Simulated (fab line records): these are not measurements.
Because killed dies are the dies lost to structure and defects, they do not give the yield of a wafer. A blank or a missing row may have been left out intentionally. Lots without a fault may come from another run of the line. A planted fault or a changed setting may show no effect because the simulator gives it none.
Chamber matching | flow n5 finfet | N5_BEOL_M2_ETCH_74 on rie diel-03: 4 sister chambers
The step etches underlayer in N2/H2, target depth 6.5 nm, time 5.2 s. 8 wafers are shown with their chamber, then 9 later ones without.

== WAFERS, EACH WITH ITS CHAMBER ==
wafer  | chamber | drypump motor current A (A) | showerhead plenum p Torr (Torr)
L077.2 | 1       | 5.3                         | 2.63
L077.3 | 0       | 5.5                         | 2.46
L079.5 | 3       | 5.9                         | 2.70
L086.5 | 2       | 6.1                         | 2.51
L086.6 | 3       | 5.9                         | 2.69
L087.3 | 2       | 6.1                         | 2.51
L087.4 | 1       | 5.3                         | 2.63
L087.5 | 0       | 5.6                         | 2.45

== WAFERS MISSING THEIR CHAMBER ==
wafer  | drypump motor current A (A) | showerhead plenum p Torr (Torr)
L090.3 | 5.5                         | 2.45
L090.4 | 5.3                         | 2.62
L090.5 | 5.9                         | 2.69
L095.1 | 5.6                         | 2.45
L095.3 | 5.3                         | 2.62
L095.6 | 5.9                         | 2.68
L096.2 | 5.3                         | 2.61
L096.5 | 5.3                         | 2.61
L096.6 | 5.6                         | 2.44

== THE CHAMBER EACH PASSED THROUGH ==
wafer  | from the rows above | in truth
L090.3 | 0                   | 0
L090.4 | 1                   | 1
L090.5 | 3                   | 3
L095.1 | 0                   | 0
L095.3 | 1                   | 1
L095.6 | 3                   | 3
L096.2 | 1                   | 1
L096.5 | 1                   | 1
L096.6 | 0                   | 0
Correctly placed: 9 of 9. Not placeable from these rows: 0. 0 placed wrongly.
How it was worked out, from the rows above alone: a wafer's distance from a chamber is the root of the sum, over the readings, of the square of ((its reading less the chamber's mean) divided by the reading's scatter). The wafer belongs to the nearest chamber; if the next one is less than 2 further off, it can't be placed. Each chamber's mean is taken over the wafers shown for it. The scatter: the root of (the sum of the squares of (reading less its chamber's mean) over the shown wafers, divided by (wafers less chambers)).
